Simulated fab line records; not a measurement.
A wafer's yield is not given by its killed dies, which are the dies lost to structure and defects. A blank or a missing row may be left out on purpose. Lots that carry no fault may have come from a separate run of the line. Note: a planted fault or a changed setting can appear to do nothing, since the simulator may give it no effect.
Which of the tools did it?    flow nandHarc    13 lots with 39 wafers sampled at 4 steps, on a route of 1159 steps

== WHAT THE GAUGES READ, wafer by wafer ==
NHARC_P_ZERO_WELL_CD_MEAS_11 targets a cd of 500 nm. Usual: cdNm 500.0 nm, standard deviation 1.6.
lot   measured     on        cdNm (nm)          flag
L321  day 1 13:14  cdSem-03  504.7 502.9 503.4  
L322  day 1 19:14  cdSem-02  501.4 499.5 502.4  
L323  day 2 01:07  cdSem-01  501.7 501.1 499.4  
L325  day 2 13:15  cdSem-03  498.5 497.4 496.7  
L326  day 2 19:15  cdSem-01  499.3 498.9 499.5  
L328  day 3 07:14  cdSem-01  500.2 499.2 497.3  
L337  day 5 13:19  cdSem-02  501.3 500.4 497.9  
L338  day 5 19:14  cdSem-02  498.6 499.2 501.3  
L339  day 6 01:32  cdSem-01  500.1 500.8 500.2  
L340  day 6 07:14  cdSem-01  498.8 499.3 497.5  
L341  day 6 13:14  cdSem-01  499.7 501.0 500.3  
L342  day 6 19:22  cdSem-01  502.5 502.2 500.3  
L343  day 7 01:14  cdSem-02  499.6 501.1 503.0  

NHARC_P_ZERO_WELL_CD_MEAS_24 targets a cd of 720 nm. Usual: cdNm 719.8 nm, standard deviation 1.3.
lot   measured     on        cdNm (nm)          flag
L321  day 1 14:29  cdSem-02  721.5 719.7 721.2  
L322  day 1 20:27  cdSem-02  717.8 718.4 718.6  
L323  day 2 02:28  cdSem-02  720.7 720.3 721.1  
L325  day 2 14:28  cdSem-02  720.6 720.5 720.3  
L326  day 2 20:29  cdSem-02  719.0 720.0 719.9  
L328  day 3 08:35  cdSem-01  - - -              OFF
L337  day 5 14:39  cdSem-02  722.0 718.4 718.0  
L338  day 5 20:35  cdSem-03  718.8 720.6 720.2  
L339  day 6 02:54  cdSem-01  722.2 721.0 719.6  
L340  day 6 08:42  cdSem-01  721.4 720.2 720.6  
L341  day 6 14:47  cdSem-02  718.9 720.1 719.7  
L342  day 6 20:37  cdSem-01  721.4 721.7 720.3  
L343  day 7 02:35  cdSem-02  721.3 720.9 721.5  

== EACH LOT AND THE TOOL THAT RAN IT (in order: tool; ch and the chambers of the sampled wafers; start) ==
lot   NHARC_P_ZERO_WELL_ETCH_65         NHARC_P_ZERO_WELL_EXPOSE_21
L321  rieDiel-07 ch 0,2,3, day 1 13:28  krfScanner-02 ch 0, day 1 14:19
L322  rieDiel-07 ch 0,2,3, day 1 19:29  krfScanner-02 ch 0, day 1 20:18
L323  rieDiel-07 ch 0,1,3, day 2 01:22  krfScanner-04 ch 0, day 2 02:19
L325  rieDiel-12 ch 0,1,2, day 2 13:29  krfScanner-04 ch 0, day 2 14:19
L326  rieDiel-11 ch 0,1,3, day 2 19:29  krfScanner-04 ch 0, day 2 20:20
L328  rieDiel-11 ch 1,2,3, day 3 07:29  krfScanner-04 ch 0, day 3 08:26
L337  rieDiel-11 ch 0,3, day 5 13:33    krfScanner-04 ch 0, day 5 14:30
L338  rieDiel-12 ch 0,1, day 5 19:29    krfScanner-02 ch 0, day 5 20:25
L339  rieDiel-07 ch 1,2,3, day 6 01:47  krfScanner-04 ch 0, day 6 02:44
L340  rieDiel-12 ch 0,2, day 6 07:32    krfScanner-02 ch 0, day 6 08:32
L341  rieDiel-12 ch 0,2, day 6 13:38    krfScanner-04 ch 0, day 6 14:38
L342  rieDiel-12 ch 0,1,2, day 6 19:37  krfScanner-04 ch 0, day 6 20:28
L343  rieDiel-07 ch 0,1, day 7 01:29    krfScanner-02 ch 0, day 7 02:25
- NHARC_P_ZERO_WELL_ETCH_65: etches the open film in N2/H2, target depth 80 nm, overetch 24 nm, time 87.88 s.
- NHARC_P_ZERO_WELL_EXPOSE_21: exposes mask P NWELL, target cd 720 nm.

== WHAT THE TOOLS THEMSELVES READ (means of the sampled wafers that have a number; where no wafer has one, the mark that the record gives instead) ==
NHARC_P_ZERO_WELL_ETCH_65. Usual: biasW 149.9 W, standard deviation 0.5; drypumpMotorCurrentA 5.8 A, standard deviation 0.34; oesProductAu 0.999 a.u., standard deviation 0.0081; rfVppV 431.8 V, standard deviation 2.7; showerheadPlenumPTorr 2.09 Torr, standard deviation 0.091; throttleValvePct 14.171 %, standard deviation 0.0085.
lot   tool        biasW (W)  drypumpMotorCurrentA (A)  oesProductAu (a.u.)  rfVppV (V)  showerheadPlenumPTorr (Torr)  throttleValvePct (%)  flag
L321  rieDiel-07  149.7      5.8                       0.984                432.3       2.12                          14.166                
L322  rieDiel-07  149.8      5.8                       1.004                432.4       2.12                          14.170                
L323  rieDiel-07  149.6      6.0                       0.986                431.2       2.09                          14.173                
L325  rieDiel-12  150.3      5.6                       1.004                433.1       2.16                          14.176                
L326  rieDiel-11  149.8      5.8                       1.006                431.8       2.04                          14.170                
L328  rieDiel-11  149.6      5.9                       0.989                431.3       2.04                          14.172                
L337  rieDiel-11  149.7      5.9                       1.003                431.0       2.05                          14.170                
L338  rieDiel-12  150.3      5.5                       1.008                433.5       2.13                          14.167                
L339  rieDiel-07  150.0      5.9                       1.001                430.2       2.05                          14.178                
L340  rieDiel-12  149.7      5.7                       1.004                434.4       2.17                          14.172                
L341  rieDiel-12  150.3      5.7                       1.004                434.8       2.19                          14.165                
L342  rieDiel-12  150.4      5.6                       1.002                433.9       2.15                          14.161                
L343  rieDiel-07  150.0      5.8                       0.999                431.4       2.08                          14.170                

NHARC_P_ZERO_WELL_EXPOSE_21. Usual: focusOffsetNm -0.1 nm, standard deviation 0.54.
lot   tool           focusOffsetNm (nm)  flag
L321  krfScanner-02  0.8                 
L322  krfScanner-02  0.7                 
L323  krfScanner-04  0.4                 
L325  krfScanner-04  -0.2                
L326  krfScanner-04  0.0                 
L328  krfScanner-04  0.0                 
L337  krfScanner-04  -0.6                
L338  krfScanner-02  0.0                 
L339  krfScanner-04  -0.0                
L340  krfScanner-02  0.2                 
L341  krfScanner-04  -0.5                
L342  krfScanner-04  0.5                 
L343  krfScanner-02  0.4                 

== THE ANSWER, worked out from the rows above alone ==
Rule: a lot counts as off when the mean over its wafers that have a number is more than 3 standard deviations away from the usual mean. Also off: a lot with no number at a reading for which 4 or more lots have one. Where the step has rows for the other lots, those lots are counted as sound. The gauges are gone through in route order, then the tools' own readings, and for those a lot's mean is taken as printed above. The first step at which some lot is off is used, and at that step the reading that is off furthest; a lot without a number counts as furthest.
Off: L328 (NHARC_P_ZERO_WELL_CD_MEAS_24, cdNm). Without a number there: L328.
A tool fits if, at a process step before that reading, it ran every lot that is off, and no sound lot after the first of them. The gauges at NHARC_P_ZERO_WELL_CD_MEAS_24 are tried like those tools. None of those tried fits.

== WHAT HAD BEEN PUT IN BY THE SIMULATOR ==
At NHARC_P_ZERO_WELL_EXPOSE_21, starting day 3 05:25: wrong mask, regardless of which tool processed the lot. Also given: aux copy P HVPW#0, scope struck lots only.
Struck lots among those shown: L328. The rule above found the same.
